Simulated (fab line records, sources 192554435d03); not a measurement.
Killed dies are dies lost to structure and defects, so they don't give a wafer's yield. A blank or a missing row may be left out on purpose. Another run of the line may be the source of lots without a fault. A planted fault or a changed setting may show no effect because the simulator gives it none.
2 desks looking at one fault	flow n5 finfet	every desk sees just its own numbers, and what lay behind them comes last

== METROLOGY DESK ==
What the gauges read for every lot (on any tool): the sampled wafers with a number, averaged. The brackets show how far a lot's mean lies from the usual mean; more than 4 standard deviations puts the lot out of limits, marked OUT. 7 of its 19 readings are shown: the first one out of limits and those lying furthest out on some lot.
Columns: A = HMC_CMP_THK at N5_PMOS_HMC_CHANNEL_EPI_THK_MEAS_22, usual 54.0 nm; B = DIBL_P at N5_BEOL_M4_RC_MEAS_101, usual 35.8 mV/V; C = IOFF_P at N5_BEOL_M4_RC_MEAS_101, usual 0.204 nA/um; D = IOFF_P_85C at N5_BEOL_M4_RC_MEAS_101, usual 3.6 nA/um; E = IOFF_P_LIN at N5_BEOL_M4_RC_MEAS_101, usual 0.099 nA/um; F = ION_P at N5_BEOL_M4_RC_MEAS_101, usual 461 uA/um; G = SS_P at N5_BEOL_M4_RC_MEAS_101, usual 73.1 mV/dec
lot	first seen here	A	B	C	D	E	F	G
L592	day 1 17:05	53.7	34.7	0.211	3.6	0.106	464	72.6
L593	day 1 23:04	54.3	37.4	0.196	3.5	0.092	462	73.0
L594	day 2 05:16	53.6	34.9	0.204	3.6	0.100	462	73.2
L595	day 2 11:19	54.2	33.1	0.202	3.5	0.103	462	73.0
L596	day 2 18:08	54.6	36.5	0.218	3.8	0.111	464	72.7
L597	day 2 23:08	54.0	37.4	0.210	3.7	0.098	461	72.7
L604	day 4 17:41	54.0	35.6	0.179	3.2	0.087	456	73.5
L606	day 5 05:17	42.5 (-25) OUT	124.3 (+55) OUT	54.894 (+99 or more) OUT	361.9 (+99 or more) OUT	0.662 (+51) OUT	368 (-15) OUT	127.5 (+95) OUT
L607	day 5 11:56	37.1 (-37) OUT	142.7 (+67) OUT	50.572 (+99 or more) OUT	358.1 (+99 or more) OUT	0.664 (+51) OUT	331 (-21) OUT	147.5 (+99 or more) OUT
L611	day 6 11:02	53.6	35.2	0.197	3.4	0.096	462	73.1
L612	day 6 17:38	53.7	35.0	0.170	3.0	0.083	456	72.8
L613	day 6 23:04	53.7	37.0	0.250	4.2	0.118	472	73.7
L614	day 7 05:08	54.0	34.4	0.206	3.5	0.100	462	73.5
L615	day 7 11:29	54.6	34.8	0.206	3.6	0.099	458	72.6
Finding of this desk: L606, L607 out of limits, first seen on L606 at day 5 07:36 (HMC_CMP_THK at N5_PMOS_HMC_CHANNEL_EPI_THK_MEAS_22). L592, L593, L594, L595, L596, L597, L604, L611, L612, L613, L614, L615: within limits.

== TOOL OWNER'S DESK, epi rpcvd-02 ==
The tool's own readings at N5_PMOS_HMC_CHANNEL_EPI_EPI_20 (deposits SiGe30, target thk 59 nm): means of the sampled wafers that have a number, for each lot that ran on this tool. The brackets show how far a lot's mean lies from the usual mean; more than 4 standard deviations puts the lot out of limits, marked OUT.
Columns: A = susceptor_temp_C_max at N5_PMOS_HMC_CHANNEL_EPI_EPI_20, usual 601.2
lot	first seen here	A
L592	day 1 18:02	602.0
L595	day 2 12:40	601.3
L604	day 4 18:47	601.4
L606	day 5 06:10	601.3
L607	day 5 13:33	602.7
Result from this desk: across the 5 lots, nothing is out of limits.

== ALL TOGETHER ==
Metrology desk: alarm possible at day 5 07:36 on L606, L607.
The desk of the tool owner found nothing out of limits.
Tool owner's desk: L606, L607 on record, inside its limits.
All the named lots went through N5_PMOS_HMC_CHANNEL_EPI_EPI_20 on epi rpcvd-02.

== WHAT WAS PUT IN BY THE SIMULATOR ==
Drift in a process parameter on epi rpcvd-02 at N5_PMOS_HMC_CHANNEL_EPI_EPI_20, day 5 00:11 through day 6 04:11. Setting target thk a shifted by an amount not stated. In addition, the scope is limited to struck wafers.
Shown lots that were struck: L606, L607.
Per desk, hours elapsed from the start of the fault to the first reading out of limits: for the metrology desk, 7.
